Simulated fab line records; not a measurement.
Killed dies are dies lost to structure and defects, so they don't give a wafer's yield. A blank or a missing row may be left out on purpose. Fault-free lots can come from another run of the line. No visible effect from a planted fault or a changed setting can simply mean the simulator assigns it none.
Matching of chambers    flow nand-harc    NHARC_A_CHANNEL_FILL_D1_ETCHBACK_19 on rie-si-03 has 4 sister chambers
The step etches the open film in HBr/Cl2, target depth 5 nm, time 1.7 s. 8 wafers are shown with their chamber, then 7 later ones without.

== WAFERS WITH THEIR CHAMBER ==
wafer   chamber  drypump-motor-current-A (A)  throttle-valve-pct (%)
L121.3  3        5.1                          26.411
L121.5  2        5.3                          26.395
L124.2  3        5.1                          26.411
L130.2  1        5.7                          26.408
L130.5  1        5.8                          26.411
L130.6  0        5.7                          26.408
L132.1  0        5.7                          26.404
L132.3  2        5.2                          26.407

== WAFERS WITHOUT THEIR CHAMBER ==
wafer   drypump-motor-current-A (A)  throttle-valve-pct (%)
L132.6  5.8                          26.392
L139.2  5.2                          26.401
L139.4  5.7                          26.402
L139.5  5.7                          26.428
L141.2  5.1                          26.402
L141.3  5.8                          26.412
L141.6  5.8                          26.389

== WHICH CHAMBER EACH WENT THROUGH ==
wafer   from the rows above      in truth
L132.6  can't be placed: 0 or 1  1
L139.2  can't be placed: 2 or 3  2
L139.4  can't be placed: 0 or 1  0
L139.5  can't be placed: 1 or 0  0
L141.2  can't be placed: 3 or 2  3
L141.3  can't be placed: 1 or 0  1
L141.6  can't be placed: 0 or 1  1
Correct placement for 0 of the 7. These rows do not allow placing 7 (true chamber among the candidates in 7). Number placed wrongly: 0.
How it was worked out, from the rows above alone: a wafer's distance from a chamber is the root of the sum, over the readings, of the square of ((its reading less the chamber's mean) divided by the reading's scatter). If the next closest chamber is less than 2 further off than the closest, the wafer can't be placed; otherwise it belongs to the closest. Each chamber's mean is taken over the wafers shown for it. The scatter is the square root of a quotient: the sum, over the shown wafers, of each reading's squared deviation from its chamber's mean, divided by wafers minus chambers.
